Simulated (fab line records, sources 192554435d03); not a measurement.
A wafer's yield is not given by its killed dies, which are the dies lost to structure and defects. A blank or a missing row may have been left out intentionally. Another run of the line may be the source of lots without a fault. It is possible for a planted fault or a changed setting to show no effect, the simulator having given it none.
2 desks looking at one fault | flow n5 finfet | each desk holds nothing but its own numbers, with what lay behind them at the end
Where a reading is given only as a bound, like >300, the bound stands for it, and a mean or a difference that rests on one is marked > or <: the true number lies beyond.

== THE DEFECT DESK ==
Counts from the inspections along the route, per lot, as means over the sampled wafers that have a number. A lot is out of limits, marked OUT, if its mean lies more than 4 standard deviations from the usual mean; the brackets give that distance.
Columns: A = raw defect count at N5_BEOL_M11_INSPECT_58, usual 72; B = raw defect count at N5_BEOL_M12_INSPECT_12, usual 2.0
lot  | first seen here | A  | B
L412 | day 10 21:05    | 60 | 2.0
L414 | day 11 04:13    | 69 | 0.3
L415 | day 11 09:03    | 90 | 3.3
L413 | day 11 18:41    | 77 | 1.7
L417 | day 11 23:40    | 64 | 2.0
L420 | day 12 17:38    | 71 | 3.7
L421 | day 13 01:02    | 57 | 1.7
L425 | day 13 20:13    | 75 | 2.0
L428 | day 14 17:05    | 85 | >101 (>+71) OUT
L431 | day 15 16:40    | 52 | >201 (+99 or more) OUT
L434 | day 16 07:20    | 94 | 3.7
This desk's verdict: out of limits on L428, L431, starting with L428 at day 14 17:38 (raw defect count at N5_BEOL_M12_INSPECT_12). Within limits: L412, L414, L415, L413, L417, L420, L421, L425, L434.

== TOOL OWNER'S DESK, pecvd-02 ==
The tool's own readings at N5_BEOL_M12_ILD_DEP_00 (deposits SiOC from DEMS/O2, target thk 658.92 nm, time 130.7 s): means of the sampled wafers that have a number, for each lot that ran on this tool. A lot is out of limits, marked OUT, if its mean lies more than 4 standard deviations from the usual mean; the brackets give that distance.
Columns: A = heater power w at N5_BEOL_M12_ILD_DEP_00, usual 475 W; B = showerhead plenum p Torr at N5_BEOL_M12_ILD_DEP_00, usual 5.686 Torr; C = throttle valve pct at N5_BEOL_M12_ILD_DEP_00, usual 12.1 %
lot  | first seen here | A   | B     | C
L412 | day 10 21:08    | 452 | 5.702 | 12.2
L414 | day 11 04:15    | 471 | 5.691 | 12.1
L415 | day 11 09:05    | 471 | 5.693 | 12.6
L421 | day 13 01:05    | 441 | 5.688 | 12.3
L428 | day 14 17:09    | 451 | 5.696 | 12.0
L431 | day 15 16:41    | 497 | 5.701 | 12.6
This desk's finding: nothing out of limits on any of the 6 lots.

== BROUGHT TOGETHER ==
The defect desk could have raised an alarm at day 14 17:38, on L428, L431.
The tool owner's desk saw nothing out of limits.
The tool owner's desk has L428, L431 on record, within its limits.
On pecvd-02, each named lot ran N5_BEOL_M12_ILD_DEP_00.

== WHAT THE SIMULATOR HAD PUT IN ==
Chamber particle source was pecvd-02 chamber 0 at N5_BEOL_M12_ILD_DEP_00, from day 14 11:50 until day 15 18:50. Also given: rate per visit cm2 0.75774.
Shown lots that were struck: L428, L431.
Hours from the fault's start to each desk's first reading out of limits: the defect desk, 6.
